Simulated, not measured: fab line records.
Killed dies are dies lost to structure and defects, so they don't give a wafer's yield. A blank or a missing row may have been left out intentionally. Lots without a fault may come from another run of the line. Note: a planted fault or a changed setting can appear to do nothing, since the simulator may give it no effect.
Which tool was responsible?	flow nandHarc	20 lots, 60 wafers sampled, at 6 steps of a route of 1302

WHAT EACH GAUGE READ, for each wafer
The record holds no reading of a measuring or inspecting step that can be judged against a usual standard deviation.

EACH LOT AND THE TOOL THAT RAN IT (in order: tool; ch and the chambers of the sampled wafers; start)
lot	NHARC_A_STAIRCASE_ETCH_169	NHARC_A_STAIRCASE_ETCH_170	NHARC_A_STAIRCASE_TRIM_193	NHARC_A_STAIRCASE_ETCH_203	NHARC_A_STAIRCASE_ETCH_223	NHARC_A_STAIRCASE_TRIM_224
L074	rieDiel-08 ch 0,1, day 15 13:19	rieDiel-08 ch 2,3, no start	rieDiel-05 ch 1,3, no start	rieDiel-05 ch 0,1,3, no start	rieDiel-13 ch 0,1,2, no start	rieDiel-13 ch 1,2,3, no start
L077	rieDiel-05 ch 0,1,2, day 16 12:08	rieDiel-05 ch 0,1,2, no start	rieDiel-13 ch 0,1,2, no start	rieDiel-13 ch 1,2,3, no start	rieDiel-05 ch 0,1,2, no start	rieDiel-05 ch 0,1,3, no start
L076	rieDiel-13 ch 0,1, day 16 12:19	rieDiel-13 ch 0,2, no start	rieDiel-08 ch 0,1,2, no start	rieDiel-08 ch 0,1, no start	rieDiel-08 ch 0,1,2, no start	rieDiel-08 ch 1,2,3, no start
L078	rieDiel-05 ch 0,1, day 16 12:28	rieDiel-05 ch 0,1,3, no start	rieDiel-05 ch 0,2, no start	rieDiel-05 ch 0,2,3, no start	rieDiel-13 ch 1,2, no start	rieDiel-13 ch 1,3, no start
L079	rieDiel-05 ch 0,1,2, day 17 20:04	rieDiel-05 ch 2,3, no start	rieDiel-13 ch 1,2,3, no start	rieDiel-08 ch 0,2,3, no start	rieDiel-13 ch 0,1,3, no start	rieDiel-13 ch 1,3, no start
L080	rieDiel-13 ch 0,2,3, day 17 20:15	rieDiel-13 ch 0,1,3, no start	rieDiel-13 ch 1,2,3, no start	rieDiel-13 ch 1,2,3, no start	rieDiel-13 ch 0,1,2, no start	rieDiel-13 ch 0,2,3, no start
L081	rieDiel-13 ch 0,2,3, day 17 20:19	rieDiel-13 ch 0,1,3, no start	rieDiel-08 ch 1,2,3, no start	rieDiel-08 ch 0,1,3, no start	rieDiel-13 ch 0,1,3, no start	rieDiel-13 ch 0,1,3, no start
L082	rieDiel-08 ch 0,1, day 18 19:41	rieDiel-08 ch 0,1,2, no start	rieDiel-05 ch 0,3, no start	rieDiel-08 ch 1,3, no start	rieDiel-05 ch 0,1, no start	rieDiel-05 ch 1,2,3, no start
L083	rieDiel-13 ch 0,2,3, day 19 01:28	rieDiel-13 ch 1,3, no start	rieDiel-08 ch 0,1, no start	rieDiel-08 ch 0,3, no start	rieDiel-08 ch 0,1,2, no start	rieDiel-08 ch 1,2,3, no start
L085	rieDiel-05 ch 2,3, day 20 10:05	rieDiel-05 ch 1,2, no start	rieDiel-13 ch 1,3, no start	rieDiel-08 ch 0,1, no start	rieDiel-13 ch 0,2, no start	rieDiel-13 ch 0,1,3, no start
L086	rieDiel-08 ch 0,2, day 20 16:22	rieDiel-08 ch 1,2, no start	rieDiel-08 ch 0,2,3, no start	rieDiel-08 ch 0,1,2, no start	rieDiel-13 ch 0,1, no start	rieDiel-13 ch 1,2,3, no start
L087	rieDiel-08 ch 1,2, day 21 15:05	rieDiel-08 ch 0,2,3, no start	rieDiel-05 ch 0,3, no start	rieDiel-05 ch 1,2, no start	rieDiel-05 ch 0,3, no start	rieDiel-05 ch 0,2,3, no start
L088	rieDiel-05 ch 1,3, day 21 15:15	rieDiel-05 ch 1,2,3, no start	rieDiel-08 ch 1,2, no start	rieDiel-13 ch 0,2, no start	rieDiel-08 ch 0,2, no start	rieDiel-08 ch 1,3, no start
L090	rieDiel-13 ch 0,3, day 22 02:58	rieDiel-13 ch 0,3, no start	rieDiel-13 ch 1,2, no start	rieDiel-13 ch 0,1,3, no start	rieDiel-13 ch 1,2,3, no start	rieDiel-13 ch 0,1,2, no start
L089	rieDiel-13 ch 1,2,3, day 22 03:07	rieDiel-13 ch 1,2,3, no start	rieDiel-05 ch 0,2,3, no start	rieDiel-08 ch 0,1,2, no start	rieDiel-05 ch 1,2,3, no start	rieDiel-05 ch 1,2,3, no start
L093	rieDiel-05 ch 0,3, day 24 01:27	rieDiel-05 ch 0,2, no start	rieDiel-05 ch 0,1,3, no start	rieDiel-13 ch 0,1,3, no start	rieDiel-13 ch 0,2,3, no start	rieDiel-13 ch 2,3, no start
L095	rieDiel-08 ch 0,2, day 24 13:22	rieDiel-08 ch 0,1,3, no start	rieDiel-05 ch 0,3, no start	rieDiel-05 ch 1,3, no start	rieDiel-13 ch 0,2,3, no start	rieDiel-13 ch 0,1, no start
L094	rieDiel-05 ch 0,1,2, day 24 13:31	rieDiel-05 ch 1,2,3, no start	rieDiel-05 ch 0,1,3, no start	rieDiel-13 ch 0,2,3, no start	rieDiel-08 ch 1,3, no start	rieDiel-08 ch 1,2,3, no start
L096	rieDiel-08 ch 2,3, day 24 21:01	rieDiel-08 ch 1,2,3, no start	rieDiel-13 ch 0,1,2, no start	rieDiel-13 ch 0,1,3, no start	rieDiel-13 ch 1,2,3, no start	rieDiel-13 ch 0,1,2, no start
L097	rieDiel-08 ch 0,1,3, day 25 08:28	rieDiel-08 ch 0,2,3, no start	rieDiel-08 ch 0,1,3, no start	rieDiel-13 ch 2,3, no start	rieDiel-13 ch 0,1,3, no start	rieDiel-13 ch 0,1,2, no start
- NHARC_A_STAIRCASE_ETCH_169: etches the open film in CH3F/O2, target depth 50 nm, time 107.1 s.
- NHARC_A_STAIRCASE_ETCH_170: etches the open film in C4F6/O2, target depth 200 nm, time 66.667 s.
- NHARC_A_STAIRCASE_TRIM_193: chemistry O2, time 211.2 s.
- NHARC_A_STAIRCASE_ETCH_203: etches the open film in C4F8/O2, target depth 100 nm, time 40.5 s.
- NHARC_A_STAIRCASE_ETCH_223: etches the open film in C4F8/O2, target depth 100 nm, time 40.5 s.
- NHARC_A_STAIRCASE_TRIM_224: chemistry O2, time 211.2 s.

WHAT THE TOOLS THEMSELVES READ (means of the sampled wafers that have a number; where no wafer has one, the mark that the record gives instead)
NHARC_A_STAIRCASE_ETCH_169.
lot	tool	biasW (W)	drypumpMotorCurrentA (A)	mfcArSccm (sccm)	oesProductAu (a.u.)	rfVppV (V)	showerheadPlenumPTorr (Torr)	throttleValvePct (%)
L074	rieDiel-08	100.0	6.0	200.6	0.939	244.7	2.49	20.668
L077	rieDiel-05	99.9	5.9	200.5	0.976	244.0	2.44	20.659
L076	rieDiel-13	99.9	6.3	200.5	0.970	244.7	2.51	20.659
L078	rieDiel-05	100.3	5.8	200.4	0.967	242.9	2.40	20.660
L079	rieDiel-05	99.9	5.9	200.1	0.969	243.4	2.44	20.662
L080	rieDiel-13	100.1	5.7	200.3	0.954	243.9	2.42	20.670
L081	rieDiel-13	99.6	5.7	200.4	0.947	244.0	2.42	20.665
L082	rieDiel-08	99.9	6.0	200.4	0.942	244.2	2.48	20.669
L083	rieDiel-13	100.0	5.7	200.1	0.971	243.2	2.42	20.673
L085	rieDiel-05	100.1	5.9	199.1	0.922	243.8	2.42	20.669
L086	rieDiel-08	100.0	6.0	200.1	0.975	246.1	2.57	20.662
L087	rieDiel-08	99.8	6.0	199.4	0.954	246.5	2.64	20.674
L088	rieDiel-05	100.1	6.1	200.2	0.948	245.4	2.56	20.663
L090	rieDiel-13	100.0	5.7	199.9	0.969	241.6	2.30	20.673
L089	rieDiel-13	100.3	6.1	200.4	0.963	244.4	2.50	20.669
L093	rieDiel-05	99.9	5.9	199.8	0.949	244.4	2.49	20.670
L095	rieDiel-08	100.0	6.0	199.3	0.972	245.7	2.56	20.662
L094	rieDiel-05	100.3	5.9	200.2	0.965	245.2	2.55	20.665
L096	rieDiel-08	99.5	5.7	200.3	0.963	246.3	2.57	20.665
L097	rieDiel-08	100.2	5.8	199.6	0.951	244.3	2.48	20.663

NHARC_A_STAIRCASE_ETCH_170.
lot	tool	biasW (W)	drypumpMotorCurrentA (A)	mfcArSccm (sccm)	oesProductAu (a.u.)	rfVppV (V)	showerheadPlenumPTorr (Torr)	throttleValvePct (%)
L074	rieDiel-08	503.1	5.7	498.9	0.963	544	3.75	26.901
L077	rieDiel-05	500.4	5.9	499.4	1.002	548	3.90	26.896
L076	rieDiel-13	499.4	5.6	501.2	0.964	547	3.88	26.901
L078	rieDiel-05	500.5	5.9	498.7	0.977	547	3.92	26.907
L079	rieDiel-05	500.3	5.9	500.1	0.984	545	3.85	26.903
L080	rieDiel-13	500.8	6.0	498.3	0.978	545	3.85	26.901
L081	rieDiel-13	499.6	6.0	499.6	0.973	546	3.85	26.903
L082	rieDiel-08	500.6	6.1	499.9	0.958	550	4.08	26.902
L083	rieDiel-13	498.8	6.1	499.8	0.981	545	3.83	26.902
L085	rieDiel-05	501.0	5.9	500.1	0.937	547	3.94	26.902
L086	rieDiel-08	501.0	6.2	500.1	0.977	552	4.19	26.897
L087	rieDiel-08	499.6	5.7	500.2	0.967	548	3.99	26.903
L088	rieDiel-05	502.5	6.0	500.1	0.978	548	3.95	26.892
L090	rieDiel-13	500.5	5.7	499.5	0.991	541	3.69	26.898
L089	rieDiel-13	502.5	6.1	500.9	0.980	548	3.99	26.898
L093	rieDiel-05	500.0	5.7	500.8	0.981	550	4.07	26.899
L095	rieDiel-08	501.2	5.8	500.2	0.987	548	3.96	26.902
L094	rieDiel-05	498.7	6.0	500.2	0.974	548	3.94	26.905
L096	rieDiel-08	498.8	5.8	500.2	0.975	550	4.08	26.912
L097	rieDiel-08	500.0	5.7	501.5	0.984	547	3.97	26.901

NHARC_A_STAIRCASE_TRIM_193.
lot	tool	drypumpMotorCurrentA (A)	mfcArSccm (sccm)	oesProductAu (a.u.)	rfVppV (V)	showerheadPlenumPTorr (Torr)	throttleValvePct (%)
L074	rieDiel-05	6.1	0.010	1.001	58.6	3.69	17.036
L077	rieDiel-13	6.0	0.009	0.997	57.1	3.62	17.039
L076	rieDiel-08	6.1	0.014	1.002	57.5	3.69	17.041
L078	rieDiel-05	5.7	0.010	1.016	56.2	3.33	17.035
L079	rieDiel-13	6.1	0.009	1.005	57.8	3.60	17.039
L080	rieDiel-13	6.1	0.009	1.008	57.1	3.60	17.044
L081	rieDiel-08	5.8	0.006	1.009	58.4	3.70	17.036
L082	rieDiel-05	5.9	0.019	1.007	57.5	3.59	17.042
L083	rieDiel-08	6.0	0.017	1.001	57.9	3.56	17.034
L085	rieDiel-13	6.1	0.007	1.005	57.2	3.44	17.033
L086	rieDiel-08	5.7	0.014	0.996	58.1	3.59	17.036
L087	rieDiel-05	5.7	0.010	1.009	58.0	3.69	17.037
L088	rieDiel-08	6.2	0.006	1.006	58.8	3.77	17.039
L090	rieDiel-13	6.0	0.011	0.998	58.2	3.74	17.039
L089	rieDiel-05	5.8	0.020	1.009	58.2	3.56	17.039
L093	rieDiel-05	5.9	0.010	0.999	58.4	3.67	17.034
L095	rieDiel-05	5.9	0.019	1.001	58.3	3.57	17.032
L094	rieDiel-05	5.9	0.010	1.007	57.2	3.66	17.039
L096	rieDiel-13	6.0	0.009	0.994	58.4	3.58	17.031
L097	rieDiel-08	5.8	0.008	1.003	57.9	3.56	17.033

NHARC_A_STAIRCASE_ETCH_203.
lot	tool	biasW (W)	oesProductAu (a.u.)	rfVppV (V)
L074	rieDiel-05	1000	0.935	895
L077	rieDiel-13	1001	0.947	899
L076	rieDiel-08	1000	0.951	898
L078	rieDiel-05	1001	0.954	891
L079	rieDiel-08	1003	0.944	899
L080	rieDiel-13	1003	0.953	898
L081	rieDiel-08	1003	0.947	899
L082	rieDiel-08	1004	0.951	901
L083	rieDiel-08	1000	0.948	896
L085	rieDiel-08	1000	0.938	898
L086	rieDiel-08	999	0.939	901
L087	rieDiel-05	1000	0.945	896
L088	rieDiel-13	1001	0.944	899
L090	rieDiel-13	1003	0.949	894
L089	rieDiel-08	1003	0.946	901
L093	rieDiel-13	1000	0.942	892
L095	rieDiel-05	998	0.938	897
L094	rieDiel-13	999	0.941	893
L096	rieDiel-13	1000	0.944	892
L097	rieDiel-13	1001	0.944	892

NHARC_A_STAIRCASE_ETCH_223.
lot	tool	biasW (W)	oesProductAu (a.u.)	rfVppV (V)
L074	rieDiel-13	999	0.950	900
L077	rieDiel-05	1000	0.957	895
L076	rieDiel-08	1003	0.942	901
L078	rieDiel-13	1003	0.942	903
L079	rieDiel-13	998	0.946	894
L080	rieDiel-13	1001	0.939	898
L081	rieDiel-13	1000	0.941	893
L082	rieDiel-05	1003	0.934	905
L083	rieDiel-08	1004	0.950	900
L085	rieDiel-13	998	0.945	894
L086	rieDiel-13	997	0.946	898
L087	rieDiel-05	999	0.945	902
L088	rieDiel-08	998	0.946	897
L090	rieDiel-13	999	0.951	898
L089	rieDiel-05	1001	0.947	897
L093	rieDiel-13	1003	0.941	893
L095	rieDiel-13	1002	0.944	893
L094	rieDiel-08	1000	0.936	901
L096	rieDiel-13	1002	0.957	897
L097	rieDiel-13	1002	0.934	893

NHARC_A_STAIRCASE_TRIM_224.
lot	tool	drypumpMotorCurrentA (A)	mfcArSccm (sccm)	oesProductAu (a.u.)	rfVppV (V)	showerheadPlenumPTorr (Torr)	throttleValvePct (%)
L074	rieDiel-13	6.1	0.009	1.004	58.3	3.61	17.042
L077	rieDiel-05	5.9	0.010	1.012	58.6	3.52	17.040
L076	rieDiel-08	5.8	0.006	0.999	57.7	3.71	17.033
L078	rieDiel-13	6.2	0.007	1.002	57.3	3.45	17.032
L079	rieDiel-13	6.4	0.013	1.008	57.5	3.59	17.035
L080	rieDiel-13	5.7	0.002	1.007	57.7	3.47	17.035
L081	rieDiel-13	6.0	0.007	1.004	57.3	3.46	17.031
L082	rieDiel-05	6.0	0.020	0.999	58.0	3.57	17.040
L083	rieDiel-08	5.8	0.006	1.012	58.2	3.70	17.041
L085	rieDiel-13	6.0	0.007	1.004	57.6	3.45	17.031
L086	rieDiel-13	6.1	0.009	1.012	57.7	3.59	17.033
L087	rieDiel-05	5.8	0.020	1.007	57.9	3.57	17.037
L088	rieDiel-08	5.6	0.000	1.005	58.2	3.60	17.038
L090	rieDiel-13	6.0	0.009	1.002	57.8	3.59	17.043
L089	rieDiel-05	6.0	0.020	1.003	57.2	3.55	17.041
L093	rieDiel-13	5.9	0.002	0.994	57.8	3.44	17.032
L095	rieDiel-13	6.3	0.013	1.003	58.4	3.58	17.039
L094	rieDiel-08	5.8	0.006	1.010	58.4	3.68	17.045
L096	rieDiel-13	6.0	0.009	0.995	58.7	3.58	17.033
L097	rieDiel-13	6.0	0.009	0.994	58.2	3.58	17.038

THE ANSWER, worked out from the rows above alone
Rule: what is usual is taken from the lots themselves. Put in order of their means at a reading, lots are off if they are a third of the lots or fewer, leave a main group of 4 or more, and stand apart from it by a gap of 3 or more times the standard deviation of the main group's means; of several such gaps the widest counts. A main group whose means are all the same, to the digits that the tables above print for the reading, isn't used. Also off: a lot with no number at a reading for which 4 or more lots have one. All remaining lots with rows at the step are treated as sound. First the gauges in route order, then the tools' own readings, where a lot's mean is used as printed above. The first step at which some lot is off is used, and at that step the reading that is off furthest; a lot without a number counts as furthest.
Nothing can be told from this: no lot is off at any reading shown.

WHAT THE SIMULATOR PUT IN
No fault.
